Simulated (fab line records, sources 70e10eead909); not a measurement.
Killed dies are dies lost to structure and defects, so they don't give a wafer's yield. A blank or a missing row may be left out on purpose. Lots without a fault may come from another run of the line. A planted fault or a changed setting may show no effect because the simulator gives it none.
Chamber matching | flow nand_harc | NHARC_P_M0_DEP_32 on pecvd-03: 3 sister chambers
The step deposits SiCN, target thk 30 nm. 6 wafers are shown with their chamber, then 7 later ones without.

WAFERS WITH THEIR CHAMBER
wafer  | chamber | heater_power_w (W)
L079.5 | 0       | 647
L082.2 | 1       | 568
L082.5 | 0       | 655
L082.6 | 2       | 481
L084.4 | 1       | 555
L084.5 | 2       | 489

WAFERS WITHOUT THEIR CHAMBER
wafer  | heater_power_w (W)
L084.6 | 654
L090.3 | 574
L090.5 | 574
L090.6 | 440
L095.2 | 452
L095.4 | 558
L095.5 | 444

WHICH CHAMBER EACH WENT THROUGH
wafer  | from the rows above | in truth
L084.6 | 0                   | 0
L090.3 | 1                   | 1
L090.5 | 1                   | 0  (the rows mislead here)
L090.6 | 2                   | 2
L095.2 | 2                   | 2
L095.4 | 1                   | 1
L095.5 | 2                   | 2
Placed correctly: 6 of 7. Can't be placed from these rows: 0. Placed wrongly: 1.
How it was worked out, from the rows above alone: a wafer's distance from a chamber is the root of the sum, over the readings, of the square of ((its reading less the chamber's mean) divided by the reading's scatter). The wafer belongs to the nearest chamber; if the next one is less than 2 further off, it can't be placed. A chamber's mean is the mean of its shown wafers. The scatter: the root of (the sum of the squares of (reading less its chamber's mean) over the shown wafers, divided by (wafers less chambers)).
